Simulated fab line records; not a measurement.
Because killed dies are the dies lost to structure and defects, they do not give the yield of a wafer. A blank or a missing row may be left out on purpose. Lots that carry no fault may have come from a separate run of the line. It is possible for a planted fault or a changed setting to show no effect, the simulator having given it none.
One fault seen from 2 desks -- flow n5 finfet -- each desk has only its own numbers; what lay behind them comes last

== FROM THE METROLOGY DESK ==
What the gauges read for every lot (on any tool): the sampled wafers with a number, averaged. Any lot whose mean is over 4 standard deviations away from the usual mean is out of limits and marked OUT; that distance is given in the brackets.
Columns: A = M4_RS at N5_BEOL_M4_RS_MEAS_58, usual 0.69 ohm/sq; B = cd nm at N5_BEOL_M5_CD_MEAS_11, usual 27.91 nm
lot,first seen here,A,B
L560,day 8 05:57,0.69,27.76
L561,day 8 08:09,0.68,28.04
L562,day 8 23:49,0.73,28.11
L569,day 10 05:14,0.69,26.81 (-4.6) OUT
L575,day 12 11:57,0.71,27.96
L576,day 12 15:08,0.65,27.78
L579,day 12 23:34,0.72,28.25
L582,day 13 18:32,0.69,27.69
L580,day 13 18:43,0.71,27.79
L581,day 13 22:54,0.75,27.99
Finding of this desk: L569 out of limits; the first was L569 at day 10 07:27, on cd nm at N5_BEOL_M5_CD_MEAS_11. L560, L561, L562, L575, L576, L579, L582, L580, L581 stayed within limits.

== THE TOOL OWNER'S DESK: euv scanner-01 ==
The tool's own readings at N5_BEOL_M5_EXPOSE_08 (exposes mask M5, target cd 28 nm): means of the sampled wafers that have a number, for each lot that ran on this tool. Any lot whose mean is over 4 standard deviations away from the usual mean is out of limits and marked OUT; that distance is given in the brackets.
Columns: A = exposure dose mJ cm2 at N5_BEOL_M5_EXPOSE_08, usual 35.71
lot,first seen here,A
L560,day 8 09:11,35.66
L561,day 8 10:32,35.69
L562,day 9 02:14,35.65
L569,day 10 07:20,36.16 (+9.4) OUT
L582,day 13 22:32,35.66
L581,day 14 00:59,35.66
Finding of this desk: L569 out of limits; the first was L569 at day 10 07:20, on exposure dose mJ cm2 at N5_BEOL_M5_EXPOSE_08. L560, L561, L562, L582, L581 stayed within limits.

== TAKEN TOGETHER ==
The tool owner's desk had the chance to raise an alarm at day 10 07:20 on L569.
On L569, the metrology desk was in a position to raise an alarm at day 10 07:27.
Every lot named ran N5_BEOL_M5_EXPOSE_08 on euv scanner-01.

== WHAT HAD BEEN PUT IN BY THE SIMULATOR ==
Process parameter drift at N5_BEOL_M5_EXPOSE_08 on euv scanner-01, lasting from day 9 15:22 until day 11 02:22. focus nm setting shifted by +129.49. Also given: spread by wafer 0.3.
Shown lots that were struck: L569.
Counting hours from when the fault started, the first reading out of limits came at 16 for the tool owner's desk and at 16 for the metrology desk.
